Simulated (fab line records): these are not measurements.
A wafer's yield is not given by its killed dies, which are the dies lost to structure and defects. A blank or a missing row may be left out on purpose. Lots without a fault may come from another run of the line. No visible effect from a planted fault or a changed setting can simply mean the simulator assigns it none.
fab line records / flow n5Finfet
record lots=4 wafers=12 lastDay=16
route steps=1938 shown BEOL_M4@1099 BEOL_M5@1112 PASSIVATION@1936
lots untouched by any fault: they come from a run of this same line in which no faults occurred
startH: the number of hours between the record's first day and the start of the first shown wafer of the lot / waitH: hours since the lot's step before / " the same as in the row above / L1.1+2: one row covering several wafers at once / - value missing, or start not given / * or withheld: withheld / < > ~ a bound
route shown NAME@n: names a module that has steps shown in the file, with the first one's number in the route / usual: the fault-free wafers' mean and standard deviation / same: alike in all rows / chamber/n: place in a boat / sites: the reading at each site / _std_site: the values' standard deviation / _edge_site: inner sites' mean taken away from outer sites' mean / radiusMm: for every site, how far away it sits from the centre of the wafer / mask NAME#n: copy n / behind: the tool/chamber that last shaped the wafer / hold: why the lot was held/for how many hours/how that ended / device: whichever transistor did not switch (one of n, p or np) / end of line: the tests these same wafers got at the end of their route / a step with no rows: only its recipe / killed: dies lost to structure and defects at the first sort, not the wafer's yield / map: shows each die of a wafer: x if killed, . if not, _ if none is there
set.NAME: the run value of the setting; set.NAME@STEP: its run value at that earlier step / model.NAME: the simulator's own value behind a step, which no gauge read
lots at some steps of the route; a table a step, a row a wafer
services: the hour from which a tool's chamber was out of use, counted from the record's first day as startH (under 0 if before that day), plus the number of hours and why
## steps
# step N5_BEOL_M4_ANNEAL_95
# recipe tempC=400 timeS=240 ambient=vacuum
# step N5_BEOL_M4_SPUTTER_96
# recipe material=Cu targetThkA=45 tempC=-20 chamberPressurePa=0.07 powerW=withheld timeS=8.29
# step N5_BEOL_M4_ECD_50
# recipe material=Cu targetThkA=3000
# step N5_BEOL_M4_ANNEAL_51
# recipe tempC=225 timeS=90 ambient=N2
# step N5_BEOL_M4_CMP_52
# recipe stopOn=SiOC tOverpolishS=6.8 downForcePsi=1 platenRpm=50 clearingPlatenDownForcePsi=1.5 clearingPlatenRpm=50 postCmpClean=cuAlkaline targetThkNm=40 clearingPlatenPadVelocityMS=0.99484 padVelocityMS=0.99484
# step N5_BEOL_M4_PRE_CLEAN_60
# recipe gas=NH3/H2 timeS=15 tempC=* rfPowerW=300
# step N5_BEOL_M4_CO_CAP_55
# recipe material=Co targetThkA=20 tempC=200 precursor=CCTBA/H2 pressureTorr=30 timeS=102.1
# step N5_BEOL_M4_PRE_CLEAN_56
# recipe gas=NH3 timeS=15 tempC=withheld rfPowerW=300
# step N5_BEOL_M4_DEP_57
# recipe material=SiCN targetThkA=80 tempC=withheld precursor=3MS/NH3 pressureTorr=3 rfW=202 timeS=14
# step N5_BEOL_M4_RC_MEAS_101
# usual DIBL_N=36.9/2.1 DIBL_P=37.1/2.5 IOFF_N=0.17/0.039 IOFF_P=0.23/0.043 ION_N=673/15 ION_P=462/9.1 SS_N=71.8/0.69 SS_P=73.6/0.74 VT_N=250/3.6 VT_P=-249.7/2.9
lot.wafer=L478.3 tool=prober-01 chamber=0 startH=196.06 waitH=0.3 DIBL_N[mV/V]=38.3 DIBL_P[mV/V]=36.5 IOFF_N[nA/um]=0.16 IOFF_P[nA/um]=0.22 ION_N[uA/um]=658 ION_P[uA/um]=450 SS_N[mV/dec]=72.4 SS_P[mV/dec]=74.1 VT_N[mV]=251 VT_P[mV]=-251.2
lot.wafer=L478.4 tool=prober-01 chamber=0 startH=196.06 waitH=0.3 DIBL_N[mV/V]=37.4 DIBL_P[mV/V]=36.7 IOFF_N[nA/um]=0.14 IOFF_P[nA/um]=0.22 ION_N[uA/um]=657 ION_P[uA/um]=462 SS_N[mV/dec]=71.4 SS_P[mV/dec]=73.4 VT_N[mV]=253 VT_P[mV]=-248.2
lot.wafer=L478.6 tool=prober-01 chamber=0 startH=196.06 waitH=0.3 DIBL_N[mV/V]=36.7 DIBL_P[mV/V]=35.7 IOFF_N[nA/um]=0.13 IOFF_P[nA/um]=0.21 ION_N[uA/um]=648 ION_P[uA/um]=461 SS_N[mV/dec]=71.1 SS_P[mV/dec]=72.9 VT_N[mV]=252 VT_P[mV]=-249.5
lot.wafer=L485.1 tool=prober-02 chamber=0 startH=242.29 waitH=0.0 DIBL_N[mV/V]=34.7 DIBL_P[mV/V]=36.9 IOFF_N[nA/um]=0.15 IOFF_P[nA/um]=0.22 ION_N[uA/um]=672 ION_P[uA/um]=462 SS_N[mV/dec]=71.4 SS_P[mV/dec]=73.3 VT_N[mV]=252 VT_P[mV]=-248.3
lot.wafer=L485.3 tool=prober-02 chamber=0 startH=242.29 waitH=0.0 DIBL_N[mV/V]=36.3 DIBL_P[mV/V]=38.0 IOFF_N[nA/um]=0.17 IOFF_P[nA/um]=0.25 ION_N[uA/um]=668 ION_P[uA/um]=461 SS_N[mV/dec]=72.2 SS_P[mV/dec]=73.6 VT_N[mV]=253 VT_P[mV]=-250.1
lot.wafer=L485.6 tool=prober-02 chamber=0 startH=242.29 waitH=0.0 DIBL_N[mV/V]=32.3 DIBL_P[mV/V]=33.3 IOFF_N[nA/um]=0.12 IOFF_P[nA/um]=0.17 ION_N[uA/um]=649 ION_P[uA/um]=450 SS_N[mV/dec]=72.0 SS_P[mV/dec]=71.9 VT_N[mV]=255 VT_P[mV]=-253.8
lot.wafer=L486.2 tool=prober-01 chamber=0 startH=251.01 waitH=0.2 DIBL_N[mV/V]=37.1 DIBL_P[mV/V]=36.0 IOFF_N[nA/um]=0.14 IOFF_P[nA/um]=0.19 ION_N[uA/um]=666 ION_P[uA/um]=459 SS_N[mV/dec]=71.9 SS_P[mV/dec]=73.2 VT_N[mV]=257 VT_P[mV]=-253.7
lot.wafer=L486.3 tool=prober-01 chamber=0 startH=251.01 waitH=0.2 DIBL_N[mV/V]=38.0 DIBL_P[mV/V]=38.7 IOFF_N[nA/um]=0.16 IOFF_P[nA/um]=0.25 ION_N[uA/um]=665 ION_P[uA/um]=465 SS_N[mV/dec]=72.0 SS_P[mV/dec]=74.2 VT_N[mV]=252 VT_P[mV]=-249.0
lot.wafer=L486.4 tool=prober-01 chamber=0 startH=251.01 waitH=0.2 DIBL_N[mV/V]=36.7 DIBL_P[mV/V]=35.0 IOFF_N[nA/um]=0.14 IOFF_P[nA/um]=0.18 ION_N[uA/um]=677 ION_P[uA/um]=461 SS_N[mV/dec]=71.5 SS_P[mV/dec]=72.9 VT_N[mV]=252 VT_P[mV]=-251.7
lot.wafer=L494.1 tool=prober-01 chamber=0 startH=299.41 waitH=0.0 DIBL_N[mV/V]=34.9 DIBL_P[mV/V]=35.0 IOFF_N[nA/um]=0.15 IOFF_P[nA/um]=0.21 ION_N[uA/um]=673 ION_P[uA/um]=461 SS_N[mV/dec]=71.7 SS_P[mV/dec]=73.4 VT_N[mV]=250 VT_P[mV]=-247.6
lot.wafer=L494.3 tool=prober-01 chamber=0 startH=299.41 waitH=0.0 DIBL_N[mV/V]=37.7 DIBL_P[mV/V]=37.8 IOFF_N[nA/um]=0.22 IOFF_P[nA/um]=0.28 ION_N[uA/um]=680 ION_P[uA/um]=468 SS_N[mV/dec]=72.5 SS_P[mV/dec]=74.2 VT_N[mV]=245 VT_P[mV]=-246.1
lot.wafer=L494.6 tool=prober-01 chamber=0 startH=299.41 waitH=0.0 DIBL_N[mV/V]=35.2 DIBL_P[mV/V]=35.1 IOFF_N[nA/um]=0.17 IOFF_P[nA/um]=0.23 ION_N[uA/um]=676 ION_P[uA/um]=471 SS_N[mV/dec]=71.3 SS_P[mV/dec]=73.2 VT_N[mV]=247 VT_P[mV]=-246.1
# step N5_BEOL_M5_ILD_DEP_00
# recipe material=SiCOH_lowk targetThkA=1406.4 tempC=300 precursor=DEMS/porogen pressureTorr=5 rfW=500 timeS=25.9
# step N5_BEOL_M5_CURE_79
# recipe tempC=385 timeS=240 ambient=He/Ar material=SiCOH_lowk
# step N5_BEOL_M5_PECVD_70
# recipe material=SiO2 targetThkA=160 tempC=400 precursor=TEOS/O2 pressureTorr=5.5 rfW=450 teosFlowSccm=53.8 gas=O2 flowSccm=3000 timeS=18
# step N5_BEOL_M5_HM_DEP_02
# recipe material=TiN targetThkA=200 tempC=25 chamberPressurePa=0.49996
# step N5_BEOL_M5_COAT_59
# recipe resist=SOC tempC=250 timeS=60 spinRpm=1500 resistThkNm=60
# step N5_BEOL_M5_COAT_60
# recipe resist=SiARC tempC=220 timeS=60 spinRpm=1500 resistThkNm=12
# step N5_BEOL_M5_COAT_71
# recipe resist=underlayer tempC=205 timeS=60 spinRpm=1500 resistThkNm=5
# step N5_BEOL_M5_COAT_05
# recipe resist=CAR-EUV spinRpm=1500 resistThkNm=30
# step N5_BEOL_M5_EBR_07
# recipe solvent=PGMEA ebrWidthMm=1.5
# step N5_BEOL_M5_SOFTBAKE_06
# recipe tempC=110 timeS=60 resist=CAR-EUV
# step N5_BEOL_M5_EXPOSE_08
# recipe maskId=M5 na=0.33 sourceShape=annular sigmaInner=0.4 sigmaOuter=0.8 polarization=unpolarized targetCdNm=28 doseMj=35.75
# step N5_BEOL_M5_PEB_09
# recipe pebTempC=100 pebTimeS=60 resist=CAR-EUV
# step N5_BEOL_M5_DEVELOP_10
# recipe developTimeS=30 developer=TMAH resist=CAR-EUV rinseLiquid=surfactantRinse dry=airSpin devTempC=23
# step N5_BEOL_M5_DESCUM_16
# recipe chemistry=O2 timeS=7 sourcePowerW=50 biasPowerW=20 pressureMtorr=20 rfFrequencyHz=2.712e+07 tempC=40 resist=CAR-EUV o2FlowSccm=225
# step N5_BEOL_M5_ETCH_72
# recipe chemistry=N2/H2 target=underlayer targetDepthA=65 maskMaterial=CAR-EUV timeS=5.2 ionEnergyEv=200 pressureMtorr=30 sourceW=840 biasW=150 n2FlowSccm=200 h2FlowSccm=200 ends=cleared
# step N5_BEOL_M5_ETCH_61
# recipe chemistry=CF4 target=SiARC targetDepthA=156 maskMaterial=CAR-EUV timeS=26 ionEnergyEv=80 pressureMtorr=40 sourceW=545 biasW=36 Ar_flow_sccm=100 cf4FlowSccm=100 ends=cleared
# step N5_BEOL_M5_ETCH_62
# recipe chemistry=N2/H2 target=SOC targetDepthA=750 overetchA=150 maskMaterial=SiARC tempC=40 timeS=112.5 ionEnergyEv=200 pressureMtorr=30 sourceW=840 biasW=150 n2FlowSccm=200 h2FlowSccm=200
# step N5_BEOL_M5_STRIP_63
# recipe chemistry=N2/H2 tempC=40 n2FlowSccm=200 h2FlowSccm=200 rfFrequencyHz=6e+07
# step N5_BEOL_M5_STRIP_73
# recipe chemistry=N2/H2 tempC=40 n2FlowSccm=200 h2FlowSccm=200 rfFrequencyHz=6e+07
# step N5_BEOL_M5_STRIP_64
# recipe chemistry=CF4 resist=SiARC powerW=300 biasPowerW=75 pressureMtorr=50 cf4FlowSccm=150 rfFrequencyHz=6e+07
# step N5_BEOL_M5_HM_OPEN_17
# recipe chemistry=Cl2/BCl3 targetDepthA=200 overetchA=60 target=TiN maskMaterial=SOC ionEnergyEv=150 pressureMtorr=10 icpW=1000 biasW=126 Cl2_flow_sccm=53.25 bcl3FlowSccm=21.75 Ar_flow_sccm=25
# step N5_BEOL_M5_STRIP_19
# recipe chemistry=O2 powerW=400 tempC=40 pressureMtorr=30 rfFrequencyHz=6e+07 biasPowerW=0 overashFraction=0.2 o2FlowSccm=225
# step N5_BEOL_M5_COAT_65
# recipe resist=SOC tempC=250 timeS=60 spinRpm=1500 resistThkNm=60
# step N5_BEOL_M5_COAT_66
# recipe resist=SiARC tempC=220 timeS=60 spinRpm=1500 resistThkNm=12
# step N5_BEOL_M5_VIA_ETCH_34
# recipe chemistry=C4F6/O2 target=SiCOH_lowk targetDepthA=883 maskMaterial=SOC taperDeg=4 timeS=39.2 ionEnergyEv=250 pressureMtorr=30 sourceW=345 biasW=185 Ar_flow_sccm=300 C4F6_flow_sccm=10 O2_flow_sccm=10
# usual C4F6_flow_sccm=10.00/0.03 O2_flow_sccm=10.001/0.029 drypumpMotorCurrentA=5.9/0.52 oesProductAu=0.79/0.08 rfVppV=662/20 showerheadPlenumPTorr=2.85/0.091 throttleValvePct=20.80/0.26
lot.wafer=L478.3 tool=rieDiel-02 chamber=2 startH=201.50 waitH=0.0 C4F6_flow_sccm=9.98 O2_flow_sccm=9.989 drypumpMotorCurrentA=6.2 oesProductAu=0.88 rfHoursCounterH=26 rfVppV=651 showerheadPlenumPTorr=3.02 throttleValvePct=20.69 model.SiARC_of_BEOL_M5_COAT_66.thkNm=0 model.SOC_of_BEOL_M5_COAT_65.thkNm=55.6
lot.wafer=L478.4 tool=rieDiel-02 chamber=3 startH=201.50 waitH=0.0 C4F6_flow_sccm=10.02 O2_flow_sccm=10.009 drypumpMotorCurrentA=6.0 oesProductAu=0.70 rfHoursCounterH=185 rfVppV=680 showerheadPlenumPTorr=2.82 throttleValvePct=21.19 model.SiARC_of_BEOL_M5_COAT_66.thkNm=0 model.SOC_of_BEOL_M5_COAT_65.thkNm=55.8
lot.wafer=L478.6 tool=rieDiel-02 chamber=3 startH=201.50 waitH=0.0 C4F6_flow_sccm=9.97 O2_flow_sccm=10.002 drypumpMotorCurrentA=6.0 oesProductAu=0.70 rfHoursCounterH=- rfVppV=680 showerheadPlenumPTorr=2.82 throttleValvePct=21.21 model.SiARC_of_BEOL_M5_COAT_66.thkNm=0 model.SOC_of_BEOL_M5_COAT_65.thkNm=55.8
lot.wafer=L485.1 tool=rieDiel-02 chamber=1 startH=247.74 waitH=0.0 C4F6_flow_sccm=- O2_flow_sccm=- drypumpMotorCurrentA=- oesProductAu=- rfHoursCounterH=- rfVppV=- showerheadPlenumPTorr=- throttleValvePct=- model.SiARC_of_BEOL_M5_COAT_66.thkNm=6.4 model.SOC_of_BEOL_M5_COAT_65.thkNm=60.2
lot.wafer=L485.3 tool=rieDiel-02 chamber=0 startH=247.74 waitH=0.0 C4F6_flow_sccm=- O2_flow_sccm=- drypumpMotorCurrentA=- oesProductAu=- rfHoursCounterH=- rfVppV=- showerheadPlenumPTorr=- throttleValvePct=- model.SiARC_of_BEOL_M5_COAT_66.thkNm=7 model.SOC_of_BEOL_M5_COAT_65.thkNm=60.2
lot.wafer=L485.6 tool=rieDiel-02 chamber=1 startH=247.74 waitH=0.0 C4F6_flow_sccm=- O2_flow_sccm=- drypumpMotorCurrentA=- oesProductAu=- rfHoursCounterH=- rfVppV=- showerheadPlenumPTorr=- throttleValvePct=- model.SiARC_of_BEOL_M5_COAT_66.thkNm=6.4 model.SOC_of_BEOL_M5_COAT_65.thkNm=60
lot.wafer=L486.2 tool=rieDiel-01 chamber=1 startH=256.91 waitH=0.0 C4F6_flow_sccm=- O2_flow_sccm=- drypumpMotorCurrentA=- oesProductAu=- rfHoursCounterH=- rfVppV=- showerheadPlenumPTorr=- throttleValvePct=- model.SiARC_of_BEOL_M5_COAT_66.thkNm=7 model.SOC_of_BEOL_M5_COAT_65.thkNm=60
lot.wafer=L486.3 tool=rieDiel-01 chamber=0 startH=256.91 waitH=0.0 C4F6_flow_sccm=- O2_flow_sccm=- drypumpMotorCurrentA=- oesProductAu=- rfHoursCounterH=- rfVppV=- showerheadPlenumPTorr=- throttleValvePct=- model.SiARC_of_BEOL_M5_COAT_66.thkNm=6.2 model.SOC_of_BEOL_M5_COAT_65.thkNm=60.2
lot.wafer=L486.4 tool=rieDiel-01 chamber=2 startH=256.91 waitH=0.0 C4F6_flow_sccm=- O2_flow_sccm=- drypumpMotorCurrentA=- oesProductAu=- rfHoursCounterH=- rfVppV=- showerheadPlenumPTorr=- throttleValvePct=- model.SiARC_of_BEOL_M5_COAT_66.thkNm=6.4 model.SOC_of_BEOL_M5_COAT_65.thkNm=60.4
lot.wafer=L494.1 tool=rieDiel-02 chamber=3 startH=303.31 waitH=0.0 C4F6_flow_sccm=9.96 O2_flow_sccm=9.974 drypumpMotorCurrentA=6.0 oesProductAu=0.67 rfHoursCounterH=213 rfVppV=679 showerheadPlenumPTorr=2.81 throttleValvePct=21.23 model.SiARC_of_BEOL_M5_COAT_66.thkNm=0 model.SOC_of_BEOL_M5_COAT_65.thkNm=56
lot.wafer=L494.3 tool=rieDiel-02 chamber=1 startH=303.31 waitH=0.0 C4F6_flow_sccm=10.04 O2_flow_sccm=10.024 drypumpMotorCurrentA=5.3 oesProductAu=0.72 rfHoursCounterH=195 rfVppV=663 showerheadPlenumPTorr=2.83 throttleValvePct=20.85 model.SiARC_of_BEOL_M5_COAT_66.thkNm=0 model.SOC_of_BEOL_M5_COAT_65.thkNm=56
lot.wafer=L494.6 tool=rieDiel-02 chamber=0 startH=303.31 waitH=0.0 C4F6_flow_sccm=10.02 O2_flow_sccm=9.984 drypumpMotorCurrentA=5.6 oesProductAu=0.87 rfHoursCounterH=- rfVppV=630 showerheadPlenumPTorr=2.89 throttleValvePct=20.84 model.SiARC_of_BEOL_M5_COAT_66.thkNm=0 model.SOC_of_BEOL_M5_COAT_65.thkNm=56.4
# step N5_PASSIVATION_PROBE_49
# usual defectLimitedYield=91.3/1.4 killed_at_M0_to_M3=32/9.5 killed_at_M4_up=14/5.2 killedAtContacts=13/5.7 killedAtFrontEnd=41/12 killedAtOther=3.5/2.6 killedDies=103/17 killedOnRim=14/4 killedOpen=68/14 killedShort=32/7 sort_bin_5_function=5.0/0.91 sort_bin_6_memory=3.3/0.7 sort_bin_8_speed=0.03/0.22 sortNPass=1076/17 sortYieldPct=91.2/1.4
# same grossDies=1180 killedAtBackSide=0 sort_bin_4_leakage[%]=0
lot.wafer=L485.1 tool=prober-01 chamber=- startH=341.68 waitH=0.0 defectLimitedYield[%]=0 killed_at_M0_to_M3=27 killed_at_M4_up=1092 killedAtContacts=11 killedAtFrontEnd=48 killedAtOther=2 killedDies=1180 killedOnRim=152 killedOpen=65 killedShort=36 sort_bin_5_function[%]=96.8 sort_bin_6_memory[%]=2.9 sort_bin_8_speed[%]=0 sortNPass=0 sortYieldPct[%]=0
lot.wafer=L485.3 tool=prober-01 chamber=- startH=341.78 waitH=0.1 defectLimitedYield[%]=0 killed_at_M0_to_M3=37 killed_at_M4_up=1067 killedAtContacts=16 killedAtFrontEnd=56 killedAtOther=4 killedDies=1180 killedOnRim=152 killedOpen=82 killedShort=44 sort_bin_5_function[%]=95.4 sort_bin_6_memory[%]=4.4 sort_bin_8_speed[%]=0 sortNPass=0 sortYieldPct[%]=0
lot.wafer=L485.6 tool=prober-01 chamber=- startH=341.93 waitH=0.3 defectLimitedYield[%]=0 killed_at_M0_to_M3=30 killed_at_M4_up=1104 killedAtContacts=16 killedAtFrontEnd=24 killedAtOther=6 killedDies=1180 killedOnRim=152 killedOpen=61 killedShort=23 sort_bin_5_function[%]=97.2 sort_bin_6_memory[%]=2.5 sort_bin_8_speed[%]=0 sortNPass=0 sortYieldPct[%]=0
lot.wafer=L486.2 tool=prober-01 chamber=- startH=355.56 waitH=0.1 defectLimitedYield[%]=0 killed_at_M0_to_M3=42 killed_at_M4_up=1086 killedAtContacts=15 killedAtFrontEnd=36 killedAtOther=1 killedDies=1180 killedOnRim=152 killedOpen=63 killedShort=41 sort_bin_5_function[%]=96.3 sort_bin_6_memory[%]=3.4 sort_bin_8_speed[%]=0 sortNPass=0 sortYieldPct[%]=0
lot.wafer=L486.3 tool=prober-01 chamber=- startH=355.61 waitH=0.1 defectLimitedYield[%]=0 killed_at_M0_to_M3=34 killed_at_M4_up=1091 killedAtContacts=10 killedAtFrontEnd=40 killedAtOther=5 killedDies=1180 killedOnRim=152 killedOpen=67 killedShort=30 sort_bin_5_function[%]=97.1 sort_bin_6_memory[%]=2.7 sort_bin_8_speed[%]=0 sortNPass=0 sortYieldPct[%]=0
lot.wafer=L486.4 tool=prober-01 chamber=- startH=355.66 waitH=0.2 defectLimitedYield[%]=0 killed_at_M0_to_M3=43 killed_at_M4_up=1079 killedAtContacts=9 killedAtFrontEnd=47 killedAtOther=2 killedDies=1180 killedOnRim=152 killedOpen=70 killedShort=42 sort_bin_5_function[%]=96.4 sort_bin_6_memory[%]=3.5 sort_bin_8_speed[%]=0 sortNPass=0 sortYieldPct[%]=0
lot.wafer=L494.1 tool=prober-02 chamber=- startH=390.68 waitH=0.0 defectLimitedYield[%]=91.4 killed_at_M0_to_M3=32 killed_at_M4_up=5 killedAtContacts=16 killedAtFrontEnd=40 killedAtOther=9 killedDies=102 killedOnRim=12 killedOpen=69 killedShort=33 sort_bin_5_function[%]=5.4 sort_bin_6_memory[%]=2.9 sort_bin_8_speed[%]=0 sortNPass=1078 sortYieldPct[%]=91.4
# killed by level:class
L485.1 BEOL_M5:areaEtch=1078 FIN_SAQP:geometricParticle:open=14 MOL_CONTACT_COAG:geometricParticle:open=10 BEOL_M0:geometricParticle:open=10 GATE_CUT:geometricParticle:short=9 BEOL_M1:geometricParticle:open=8 FIN_SAQP:geometricParticle:short=8 BEOL_M4:geometricParticle:open=7
L485.3 BEOL_M5:areaEtch=1054 FIN_SAQP:geometricParticle:open=18 MOL_CONTACT_COAG:geometricParticle:open=12 FIN_SAQP:geometricParticle:short=9 GATE_CUT:geometricParticle:short=9 BEOL_M1:geometricParticle:open=9 BEOL_M0_SAQP:geometricParticle:open=6 BEOL_M3:geometricParticle:open=5
L485.6 BEOL_M5:areaEtch=1095 MOL_CONTACT_COAG:geometricParticle:open=16 BEOL_M2:geometricParticle:open=7 FIN_SAQP:geometricParticle:open=6 GATE_CUT:geometricParticle:short=5 BEOL_M0_SAQP:geometricParticle:short=5 BEOL_M1:geometricParticle:open=5 DUMMY_GATE:geometricParticle:open=3
L486.2 BEOL_M5:areaEtch=1076 MOL_CONTACT_COAG:geometricParticle:open=9 STI_FIN_REVEAL:geometricParticle:open=9 BEOL_M2:geometricParticle:open=9 BEOL_M3:geometricParticle:open=8 BEOL_M3:geometricParticle:short=7 FIN_SAQP:geometricParticle:open=6 FIN_SAQP:geometricParticle:short=6
L486.3 BEOL_M5:areaEtch=1082 STI_FIN_REVEAL:geometricParticle:open=12 MOL_CONTACT_COAG:geometricParticle:open=9 FIN_SAQP:geometricParticle:open=8 BEOL_M2:geometricParticle:open=8 FIN_SAQP:geometricParticle:short=7 BEOL_M3:geometricParticle:open=6 BEOL_M1:geometricParticle:open=6
L486.4 BEOL_M5:areaEtch=1066 FIN_SAQP:geometricParticle:open=12 BEOL_M1:geometricParticle:open=11 BEOL_M2:geometricParticle:open=10 FIN_SAQP:geometricParticle:short=8 BEOL_M3:geometricParticle:open=6 ILD0:geometricParticle:short=5 MOL_CONTACT_COAG:geometricParticle:open=5
L494.1 MOL_CONTACT_COAG:geometricParticle:open=13 FIN_SAQP:geometricParticle:open=12 BEOL_M2:geometricParticle:open=11 BEOL_M3:geometricParticle:open=8 DUMMY_GATE:geometricParticle:open=7 BEOL_M0_SAQP:geometricParticle:short=6 FIN_SAQP:geometricParticle:short=5 ILD0:geometricParticle:short=3
# map L485.1 (x killed, . not)
_________________xxxxxxxxxxxx________________
______________xxxxxxxxxxxxxxxxxx_____________
___________xxxxxxxxxxxxxxxxxxxxxxxx__________
__________xxxxxxxxxxxxxxxxxxxxxxxxxx_________
________xxxxxxxxxxxxxxxxxxxxxxxxxxxxxx_______
_______xxxxxxxxxxxxxxxxxxxxxxxxxxxxxxxx______
______xxxxxxxxxxxxxxxxxxxxxxxxxxxxxxxxxx_____
_____xxxxxxxxxxxxxxxxxxxxxxxxxxxxxxxxxxxx____
____xxxxxxxxxxxxxxxxxxxxxxxxxxxxxxxxxxxxxx___
___xxxxxxxxxxxxxxxxxxxxxxxxxxxxxxxxxxxxxxxx__
___xxxxxxxxxxxxxxxxxxxxxxxxxxxxxxxxxxxxxxxx__
__xxxxxxxxxxxxxxxxxxxxxxxxxxxxxxxxxxxxxxxxxx_
__xxxxxxxxxxxxxxxxxxxxxxxxxxxxxxxxxxxxxxxxxx_
_xxxxxxxxxxxxxxxxxxxxxxxxxxxxxxxxxxxxxxxxxxxx
_xxxxxxxxxxxxxxxxxxxxxxxxxxxxxxxxxxxxxxxxxxxx
_xxxxxxxxxxxxxxxxxxxxxxxxxxxxxxxxxxxxxxxxxxxx
_xxxxxxxxxxxxxxxxxxxxxxxxxxxxxxxxxxxxxxxxxxxx
_xxxxxxxxxxxxxxxxxxxxxxxxxxxxxxxxxxxxxxxxxxxx
_xxxxxxxxxxxxxxxxxxxxxxxxxxxxxxxxxxxxxxxxxxxx
_xxxxxxxxxxxxxxxxxxxxxxxxxxxxxxxxxxxxxxxxxxxx
_xxxxxxxxxxxxxxxxxxxxxxxxxxxxxxxxxxxxxxxxxxxx
__xxxxxxxxxxxxxxxxxxxxxxxxxxxxxxxxxxxxxxxxxx_
__xxxxxxxxxxxxxxxxxxxxxxxxxxxxxxxxxxxxxxxxxx_
___xxxxxxxxxxxxxxxxxxxxxxxxxxxxxxxxxxxxxxxx__
___xxxxxxxxxxxxxxxxxxxxxxxxxxxxxxxxxxxxxxxx__
____xxxxxxxxxxxxxxxxxxxxxxxxxxxxxxxxxxxxxx___
_____xxxxxxxxxxxxxxxxxxxxxxxxxxxxxxxxxxxx____
______xxxxxxxxxxxxxxxxxxxxxxxxxxxxxxxxxx_____
_______xxxxxxxxxxxxxxxxxxxxxxxxxxxxxxxx______
________xxxxxxxxxxxxxxxxxxxxxxxxxxxxxx_______
__________xxxxxxxxxxxxxxxxxxxxxxxxxx_________
___________xxxxxxxxxxxxxxxxxxxxxxxx__________
______________xxxxxxxxxxxxxxxxxx_____________
_________________xxxxxxxxxxxx________________
# map L486.2 (x killed, . not)
_________________xxxxxxxxxxxx________________
______________xxxxxxxxxxxxxxxxxx_____________
___________xxxxxxxxxxxxxxxxxxxxxxxx__________
__________xxxxxxxxxxxxxxxxxxxxxxxxxx_________
________xxxxxxxxxxxxxxxxxxxxxxxxxxxxxx_______
_______xxxxxxxxxxxxxxxxxxxxxxxxxxxxxxxx______
______xxxxxxxxxxxxxxxxxxxxxxxxxxxxxxxxxx_____
_____xxxxxxxxxxxxxxxxxxxxxxxxxxxxxxxxxxxx____
____xxxxxxxxxxxxxxxxxxxxxxxxxxxxxxxxxxxxxx___
___xxxxxxxxxxxxxxxxxxxxxxxxxxxxxxxxxxxxxxxx__
___xxxxxxxxxxxxxxxxxxxxxxxxxxxxxxxxxxxxxxxx__
__xxxxxxxxxxxxxxxxxxxxxxxxxxxxxxxxxxxxxxxxxx_
__xxxxxxxxxxxxxxxxxxxxxxxxxxxxxxxxxxxxxxxxxx_
_xxxxxxxxxxxxxxxxxxxxxxxxxxxxxxxxxxxxxxxxxxxx
_xxxxxxxxxxxxxxxxxxxxxxxxxxxxxxxxxxxxxxxxxxxx
_xxxxxxxxxxxxxxxxxxxxxxxxxxxxxxxxxxxxxxxxxxxx
_xxxxxxxxxxxxxxxxxxxxxxxxxxxxxxxxxxxxxxxxxxxx
_xxxxxxxxxxxxxxxxxxxxxxxxxxxxxxxxxxxxxxxxxxxx
_xxxxxxxxxxxxxxxxxxxxxxxxxxxxxxxxxxxxxxxxxxxx
_xxxxxxxxxxxxxxxxxxxxxxxxxxxxxxxxxxxxxxxxxxxx
_xxxxxxxxxxxxxxxxxxxxxxxxxxxxxxxxxxxxxxxxxxxx
__xxxxxxxxxxxxxxxxxxxxxxxxxxxxxxxxxxxxxxxxxx_
__xxxxxxxxxxxxxxxxxxxxxxxxxxxxxxxxxxxxxxxxxx_
___xxxxxxxxxxxxxxxxxxxxxxxxxxxxxxxxxxxxxxxx__
___xxxxxxxxxxxxxxxxxxxxxxxxxxxxxxxxxxxxxxxx__
____xxxxxxxxxxxxxxxxxxxxxxxxxxxxxxxxxxxxxx___
_____xxxxxxxxxxxxxxxxxxxxxxxxxxxxxxxxxxxx____
______xxxxxxxxxxxxxxxxxxxxxxxxxxxxxxxxxx_____
_______xxxxxxxxxxxxxxxxxxxxxxxxxxxxxxxx______
________xxxxxxxxxxxxxxxxxxxxxxxxxxxxxx_______
__________xxxxxxxxxxxxxxxxxxxxxxxxxx_________
___________xxxxxxxxxxxxxxxxxxxxxxxx__________
______________xxxxxxxxxxxxxxxxxx_____________
_________________xxxxxxxxxxxx________________
## services
tool=rieDiel-01 chamber=2 startH=220.07 hours=16.1 kind=repair
tool=rieDiel-02 chamber=0 startH=264.59 hours=16.2 kind=repair
tool=rieDiel-02 chamber=- startH=271.50 hours=14.6 kind=pm
## key
firstSign step=N5_BEOL_M5_VIA_ETCH_34 reading=toolRecord direction=missing
effect step=N5_PASSIVATION_PROBE_49 reading=killed_at_M4_up direction=up sigmas=99+ usual=14 struck=1086
modelEffect step=N5_BEOL_M5_VIA_ETCH_34 value=SiARC_of_BEOL_M5_COAT_66.thkNm without=0 struck=6.567
moreKillsBornAt N5_BEOL_M5_VIA_ETCH_34@rieDiel-02=3227 N5_BEOL_M5_VIA_ETCH_34@rieDiel-01=3224
metAt N5_BEOL_M5_VIA_ETCH_34
struckWafers L485.1,L485.3,L485.6,L486.2,L486.3,L486.4
laterRowsLeftOut L485.1,L485.3,L485.6,L486.2,L486.3,L486.4
onsetBetween 201.50 247.74
fault kind=skippedStepWhole tool=rieDiel-01,rieDiel-02 chamber=- onsetH=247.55 steps=N5_BEOL_M5_VIA_ETCH_34 scope=struckLotsOnly
# laterRowsLeftOut: the simulator's readings of these wafers behind a module that went badly wrong aren't trusted and aren't shown, but for the sort
